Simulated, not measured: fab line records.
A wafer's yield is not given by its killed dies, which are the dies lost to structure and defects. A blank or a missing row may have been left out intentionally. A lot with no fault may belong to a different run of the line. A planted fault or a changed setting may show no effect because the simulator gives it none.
2 desks looking at one fault / flow n5Finfet / numbers are kept per desk, each desk with only its own; the story behind them comes last

== AT THE METROLOGY DESK ==
Means of the sampled wafers that have a number, per lot and without regard to the tool the lot ran on: this is what the gauges read. If a lot's mean is further than 4 standard deviations from the usual mean, the lot is out of limits and carries the mark OUT (the distance appears in the brackets). It has 11 readings; the 7 that lie furthest out on some lot are the ones shown.
Columns: A = DIBL_P at N5_BEOL_M4_RC_MEAS_101, usual 35.9 mV/V; B = IOFF_N at N5_BEOL_M4_RC_MEAS_101, usual 0.16 nA/um; C = ION_N at N5_BEOL_M4_RC_MEAS_101, usual 672 uA/um; D = ION_P at N5_BEOL_M4_RC_MEAS_101, usual 461 uA/um; E = SS_P at N5_BEOL_M4_RC_MEAS_101, usual 73.2 mV/dec; F = VT_N at N5_BEOL_M4_RC_MEAS_101, usual 250 mV; G = VT_P at N5_BEOL_M4_RC_MEAS_101, usual -251 mV
lot=L581; first seen here=day 7 06:52; A=34.3; B=0.15; C=669; D=461; E=72.9; F=250; G=-249
lot=L582; first seen here=day 7 10:48; A=37.3; B=0.18; C=675; D=466; E=73.3; F=249; G=-247
lot=L585; first seen here=day 8 00:54; A=38.0; B=0.19; C=675; D=467; E=73.4; F=251; G=-249
lot=L586; first seen here=day 8 12:07; A=37.4; B=0.16; C=669; D=458; E=73.8; F=250; G=-251
lot=L587; first seen here=day 8 21:29; A=37.2; B=0.18; C=677; D=461; E=73.4; F=249; G=-249
lot=L595; first seen here=day 11 00:16; A=36.9; B=0.15; C=666; D=446; E=73.6; F=252; G=-256
lot=L598; first seen here=day 11 10:23; A=36.7; B=0.16; C=672; D=466; E=73.0; F=249; G=-247
lot=L600; first seen here=day 12 04:44; A=34.1; B=0.13; C=676; D=466; E=72.7; F=251; G=-252
lot=L601; first seen here=day 12 08:02; A=32.6; B=0.11; C=657; D=457; E=72.3; F=256; G=-253
This desk's finding: nothing out of limits on any of the 9 lots.

== TOOL OWNER'S DESK, rieDiel-05 ==
The tool's own readings at N5_BEOL_M2_ETCH_64 (etches SOC in N2/H2, target depth 75 nm, overetch 22.5 nm, time 121.9 s): means of the sampled wafers that have a number, for each lot that ran on this tool. If a lot's mean is further than 4 standard deviations from the usual mean, the lot is out of limits and carries the mark OUT (the distance appears in the brackets).
Columns: A = biasW at N5_BEOL_M2_ETCH_64, usual 150.0 W; B = drypumpMotorCurrentA at N5_BEOL_M2_ETCH_64, usual 5.6 A; C = oesProductAu at N5_BEOL_M2_ETCH_64, usual 0.60 a.u.; D = rfVppV at N5_BEOL_M2_ETCH_64, usual 524.5 V; E = showerheadPlenumPTorr at N5_BEOL_M2_ETCH_64, usual 2.57 Torr; F = throttleValvePct at N5_BEOL_M2_ETCH_64, usual 17.68 %
lot=L581; first seen here=day 7 08:14; A=150.0; B=5.7; C=0.59; D=526.3; E=2.61; F=17.54
lot=L582; first seen here=day 7 12:27; A=149.5; B=5.6; C=0.59; D=525.3; E=2.57; F=17.61
lot=L587; first seen here=day 8 22:55; A=149.8; B=5.7; C=0.57; D=526.3; E=2.61; F=17.56
lot=L595; first seen here=day 11 02:07; A=147.5 (-5.5) OUT; B=5.7; C=0.56; D=520.4; E=2.60; F=17.59
This desk's verdict: out of limits on L595, starting with L595 at day 11 02:07 (biasW at N5_BEOL_M2_ETCH_64). Within limits: L581, L582, L587.

== ALL TOGETHER ==
An alarm could have come from the tool owner's desk at day 11 02:07, on L595.
Metrology desk: nothing out of limits seen.
The metrology desk has L595 on record, within its limits.
N5_BEOL_M2_ETCH_64 was run on rieDiel-05 by each of the lots named.

== WHAT HAD BEEN PUT IN BY THE SIMULATOR ==
rieDiel-05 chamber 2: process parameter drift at N5_BEOL_M2_ETCH_64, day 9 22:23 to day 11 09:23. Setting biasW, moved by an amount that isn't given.
Shown lots that were struck: L595.
Delay in hours, fault start to first out-of-limits reading, by desk: the tool owner's desk at 28.
